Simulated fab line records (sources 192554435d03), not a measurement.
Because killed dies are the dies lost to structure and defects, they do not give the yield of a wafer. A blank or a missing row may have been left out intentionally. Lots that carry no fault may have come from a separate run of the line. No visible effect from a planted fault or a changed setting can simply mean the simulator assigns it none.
fab line records	flow n5-finfet	part 2 of 2: steps 21 to 27 of 27
[record] lots = 5	wafers = 15	last-day = 16
route steps=1938 shown BEOL_M14@1730
lots that met no fault: from a run of the same line without faults
start-h: hours from the record's first day to the start of the lot's first wafer shown	wait-h: time in hours since the lot's previous step	" the same as in the row above	L1.1+2: a single row standing in for several wafers	- no value present, or no start provided	* or withheld: withheld	< > ~ a bound
route shown NAME@n: names a module that has steps shown in the file, with the first one's number in the route	usual: mean/standard deviation of fault-free wafers	same: alike in all rows	chamber/n: place in a boat	sites: readings site by site	_std_site: the standard deviation of these	_edge_site: the outer-site mean with the inner-site mean subtracted	radius-mm: how far each site lies from the wafer's centre	mask NAME#n: copy n	behind: the most recent tool/chamber to have shaped the wafer	hold: cause of the lot's hold/its duration in hours/its outcome	device: names the non-switching transistor (n, p or np)	end of line: the route-end tests of the same wafers	a step with no rows: only its recipe	killed: at the first sort, the dies lost to defects and structure; wafer yield is something else	map: dies across one wafer; x = killed, . = not, _ = none there
set.NAME: the setting that was run; set.NAME@STEP: the one run at that earlier step	model.NAME: the simulator's own value behind a step, which no gauge read
lots seen at some steps along the route; tables by step, rows by wafer
services: when a tool's chamber went out of use (start-h, in hours from the record's first day, below 0 if earlier), for how many hours, and the reason
[[steps]]
[step N5_BEOL_M14_ETCH_67]
[recipe] chemistry = CF4	target = SiARC	target-depth-a = 1430	time-s = 238.3	ion-energy-ev = 80	pressure-mtorr = 40	source-w = 545	bias-w = 36	Ar_flow_sccm = 100	cf4-flow-sccm = 100	ends = cleared
[usual] drypump-motor-current-A = 5.9/0.44	etch-rf-on-time-s = 240/8	oes-product-au = 0.67/0.083	rf-vpp-V = 184.0/1.1	showerhead-plenum-p-Torr = 2.14/0.067	throttle-valve-pct = 15.7/0.3
lot.wafer	tool	chamber	start-h	wait-h	drypump-motor-current-A	etch-rf-on-time-s	oes-product-au	rf-hours-counter-h	rf-vpp-V	showerhead-plenum-p-Torr	throttle-valve-pct
L077.1	rie-diel-05	3	286.18	0.0	5.6	244	0.79	8	184.9	2.20	15.2
L077.2	"	2	"	"	5.9	232	0.60	240	184.4	2.10	15.8
L077.5	"	1	"	"	4.8	251	0.55	-	185.1	2.19	16.1
L080.1	rie-diel-05	3	296.46	0.0	5.6	246	0.78	12	182.9	2.20	15.2
L080.2	"	2	"	"	5.9	234	0.59	244	186.1	2.10	15.8
L080.3	"	1	"	"	4.7	252	0.55	250	183.4	2.19	16.1
L085.4	rie-diel-01	1	325.77	0.0	6.5	237	0.71	47	184.1	2.17	15.1
L085.5	"	2	"	"	5.7	242	0.60	-	183.0	2.19	16.1
L085.6	"	1	"	"	6.5	236	0.72	-	184.0	2.17	15.1
L087.2	rie-diel-01	1	327.71	0.0	6.6	235	0.72	48	184.7	2.17	15.0
L087.4	"	0	"	"	6.2	232	0.77	43	185.8	2.27	15.7
L087.6	"	2	"	"	5.7	241	0.61	-	183.4	2.19	16.1
L092.4	rie-diel-01	1	363.94	0.0	6.5	235	0.70	62	185.3	2.16	15.1
L092.5	"	3	"	"	5.8	238	0.60	-	183.8	2.10	15.7
L092.6	"	2	"	"	5.7	241	0.60	-	184.5	2.19	16.1
[step N5_BEOL_M14_ETCH_68]
[recipe] chemistry = N2/H2	target = SOC	mask-material = SiARC	source-w = 3000	bias-w = 350	temp-c = 40	time-s = 450	ion-energy-ev = 200	pressure-mtorr = 30	n2-flow-sccm = 200	h2-flow-sccm = 200
[usual] drypump-motor-current-A = 5.9/0.44	oes-product-au = 0.79/0.093	rf-vpp-V = 523.9/2.5	showerhead-plenum-p-Torr = 2.55/0.08	throttle-valve-pct = 17.9/0.31
lot.wafer	tool	chamber	start-h	wait-h	drypump-motor-current-A	oes-product-au	rf-hours-counter-h	rf-vpp-V	showerhead-plenum-p-Torr	throttle-valve-pct
L077.1	rie-diel-05	3	286.33	0.1	5.6	0.94	8	526.4	2.60	17.3
L077.2	"	2	"	"	5.8	0.69	240	522.4	2.48	17.6
L077.5	"	1	"	"	4.8	0.65	-	525.3	2.60	18.3
L080.1	rie-diel-05	3	296.60	0.1	5.7	0.92	12	524.2	2.60	17.3
L080.2	"	2	"	"	5.9	0.69	244	522.2	2.48	17.6
L080.3	"	1	"	"	4.8	0.66	250	524.5	2.60	18.3
L085.4	rie-diel-01	1	325.91	0.1	6.5	0.85	47	524.9	2.61	17.4
L085.5	"	2	"	"	5.7	0.71	-	525.7	2.62	18.3
L085.6	"	1	"	"	6.6	0.84	-	526.9	2.61	17.4
L087.2	rie-diel-01	1	327.86	0.1	6.6	0.85	48	524.8	2.61	17.4
L087.4	"	0	"	"	6.3	0.90	43	527.6	2.70	17.9
L087.6	"	2	"	"	5.7	0.71	-	526.4	2.62	18.3
L092.4	rie-diel-01	1	364.09	0.1	6.5	0.83	62	524.7	2.61	17.4
L092.5	"	3	"	"	5.8	0.70	-	521.6	2.50	18.0
L092.6	"	2	"	"	5.7	0.70	-	526.0	2.61	18.3
[step N5_BEOL_M14_STRIP_69]
[recipe] chemistry = N2/H2	temp-c = 40	n2-flow-sccm = 200	h2-flow-sccm = 200	rf-frequency-hz = 6e+07
lot.wafer	tool	chamber	start-h	wait-h
L077.1+2+5	rie-diel-05	3,2,1	286.60	0.1
L080.1+2+3	rie-diel-05	3,2,1	296.87	0.1
L085.4+5+6	rie-diel-01	1,2,1	326.18	0.1
L087.2+4+6	rie-diel-01	1,0,2	328.12	0.1
L092.4+5+6	rie-diel-01	1,3,2	364.35	0.1
[step N5_BEOL_M14_TRENCH_ETCH_34]
[recipe] chemistry = C4F8/O2/Ar	target = SiO2	target-depth-a = 5566.5	mask-material = SOC	he-inner-torr = 15	he-outer-torr = 30	time-s = 126.9	ion-energy-ev = 800	pressure-mtorr = 20	source-w = 1905	bias-w = 2040	Ar_flow_sccm = 400	C4F8_flow_sccm = 16	O2_flow_sccm = 12
[usual] O2_flow_sccm = 12.00/0.033	drypump-motor-current-A = 5.9/0.44	oes_f_703_au = 0.78/0.098	oes-product-au = 0.78/0.099	rf-vpp-V = 2223/56	showerhead-plenum-p-Torr = 3.44/0.11	throttle-valve-pct = 30.9/0.37
lot.wafer	tool	chamber	start-h	wait-h	O2_flow_sccm	drypump-motor-current-A	oes_f_703_au	oes-product-au	rf-hours-counter-h	rf-vpp-V	showerhead-plenum-p-Torr	throttle-valve-pct
L077.1	rie-diel-05	3	286.61	0.0	12.06	5.7	0.92	0.93	9	2265	3.52	30.5
L077.2	"	2	"	"	11.99	5.9	0.70	0.70	241	2258	3.39	30.7
L077.5	"	1	"	"	12.02	4.8	0.66	0.65	-	2258	3.54	31.6
L080.1	rie-diel-05	3	296.88	0.0	11.94	5.6	0.91	0.91	12	2262	3.52	30.5
L080.2	"	2	"	"	11.96	5.9	0.70	0.70	244	2258	3.38	30.7
L080.3	"	1	"	"	11.99	4.8	0.66	0.64	250	2257	3.53	31.6
L085.4	rie-diel-01	1	326.19	0.0	12.02	6.5	0.85	0.84	48	2216	3.49	30.3
L085.5	"	2	"	"	12.04	5.7	0.72	0.71	-	2279	3.50	31.3
L085.6	"	1	"	"	12.04	6.5	0.84	0.84	-	2219	3.49	30.3
L087.2	rie-diel-01	1	328.13	0.0	11.97	6.5	0.84	0.85	48	2219	3.49	30.3
L087.4	"	0	"	"	11.96	6.3	0.91	0.92	44	2131	3.66	31.4
L087.6	"	2	"	"	12.02	5.7	0.73	0.72	-	2280	3.50	31.3
L092.4	rie-diel-01	1	364.36	0.0	12.02	6.6	0.82	0.83	62	2218	3.49	30.3
L092.5	"	3	"	"	12.07	5.7	0.71	0.71	-	2205	3.37	31.0
L092.6	"	2	"	"	11.96	5.7	0.72	0.70	-	2279	3.50	31.3
[step N5_BEOL_M14_STRIP_70]
[recipe] chemistry = C4F8/O2/Ar	resist = SiARC	rf-frequency-hz = 6e+07
lot.wafer	tool	chamber	start-h	wait-h
L077.1+2+5	rie-diel-05	3,2,1	286.72	0.1
L080.1+2+3	rie-diel-05	3,2,1	296.99	0.1
L085.4+5+6	rie-diel-01	1,2,1	326.30	0.1
L087.2+4+6	rie-diel-01	1,0,2	328.25	0.1
L092.4+5+6	rie-diel-01	1,3,2	364.48	0.1
[step N5_BEOL_M14_OCD_MEAS_35]
[usual] trench-depth-nm = 552/19
lot.wafer	tool	chamber	start-h	wait-h	trench-depth-nm
L077.1	ocd-02	-	286.76	0.0	538
L077.2	"	-	"	"	570
L077.5	"	-	"	"	525
L080.1	ocd-01	-	297.03	0.0	537
L080.2	"	-	"	"	565
L080.3	"	-	"	"	522
L085.4	ocd-02	-	326.35	0.0	560
L085.5	"	-	"	"	548
L085.6	"	-	"	"	562
L087.2	ocd-01	-	328.29	0.0	571
L087.4	"	-	"	"	585
L087.6	"	-	"	"	556
L092.4	ocd-01	-	364.52	0.0	559
L092.5	"	-	"	"	555
L092.6	"	-	"	"	546
[step N5_BEOL_M14_STRIP_37]
[recipe] chemistry = O2	power-w = 600	temp-c = 60	pressure-mtorr = 30	rf-frequency-hz = 6e+07	bias-power-w = 0	overash-fraction = 0.3	o2-flow-sccm = 225
[usual] drypump-motor-current-A = 5.9/0.42	o2-flow-sccm = 224.9/0.73	oes-product-au = 0.80/0.089	rf-vpp-V = 3.6/1	showerhead-plenum-p-Torr = 2.11/0.077	throttle-valve-pct = 16.74/0.28
lot.wafer	tool	chamber	start-h	wait-h	drypump-motor-current-A	o2-flow-sccm	oes-product-au	rf-hours-counter-h	rf-vpp-V	showerhead-plenum-p-Torr	throttle-valve-pct
L077.1	rie-diel-01	1	289.01	2.2	6.6	225.4	0.87	33	4.0	2.16	16.23
L077.2	"	3	"	"	5.7	225.0	0.72	213	3.1	2.07	16.77
L077.5	"	0	"	"	6.2	224.2	0.91	-	3.4	2.24	16.75
L080.1	rie-diel-05	2	299.84	2.8	5.9	225.3	0.70	245	3.0	2.06	16.80
L080.2	"	3	"	"	5.6	224.3	0.93	13	4.2	2.14	16.28
L080.3	"	0	"	"	6.4	225.4	0.73	204	4.2	2.00	16.85
L085.4	rie-diel-01	3	327.36	1.0	5.7	224.4	0.71	228	2.8	2.06	16.79
L085.5	"	3	"	"	5.7	225.9	0.71	-	2.8	2.06	16.80
L085.6	"	0	"	"	6.3	225.8	0.88	-	3.2	2.23	16.81
L087.2	rie-diel-05	3	330.65	2.4	5.6	225.3	0.89	29	3.1	2.13	16.26
L087.4	"	2	"	"	5.9	224.8	0.68	-	2.1	2.06	16.85
L087.6	"	0	"	"	6.4	223.0	0.71	-	3.5	2.00	16.91
L092.4	rie-diel-01	1	366.13	1.6	6.5	224.5	0.82	63	2.3	2.15	16.33
L092.5	"	2	"	"	5.7	224.9	0.70	-	3.9	2.18	17.35
L092.6	"	1	"	"	6.6	224.8	0.80	-	4.4	2.15	16.31
[[services]]
tool	chamber	start-h	hours	kind
krf-scanner-01	-	262.63	1.0	pm
rie-diel-05	-	266.00	4.0	pm
krf-scanner-01	-	284.14	1.3	pm
wet-bench-04	-	285.49	1.9	pm
rie-diel-05	1	297.00	-	clean
rie-diel-05	1	297.00	-	consumable-replace:focus-ring
krf-scanner-01	-	313.11	0.3	repair
krf-scanner-01	-	314.16	4.0	pm
litho-track-04	-	318.14	-	consumable-replace:filter
krf-scanner-02	-	318.18	1.0	pm
rie-diel-05	0	319.99	7.4	repair
krf-scanner-01	0	325.75	-	calibration
rie-diel-02	0	327.18	-	clean
rie-diel-02	0	327.18	-	consumable-replace:focus-ring
krf-scanner-02	-	329.85	4.0	pm
rie-diel-05	2	332.38	-	clean
rie-diel-05	2	332.38	-	consumable-replace:focus-ring
rie-diel-05	2	332.38	17.7	scheduled-down
rie-diel-05	2	332.38	17.7	vent-cycle
wet-bench-04	-	336.58	1.7	repair
rie-diel-01	2	350.29	6.7	repair
wet-bench-02	-	358.82	0.8	repair
krf-scanner-01	-	362.70	4.4	pm
rie-diel-02	1	363.22	4.6	repair
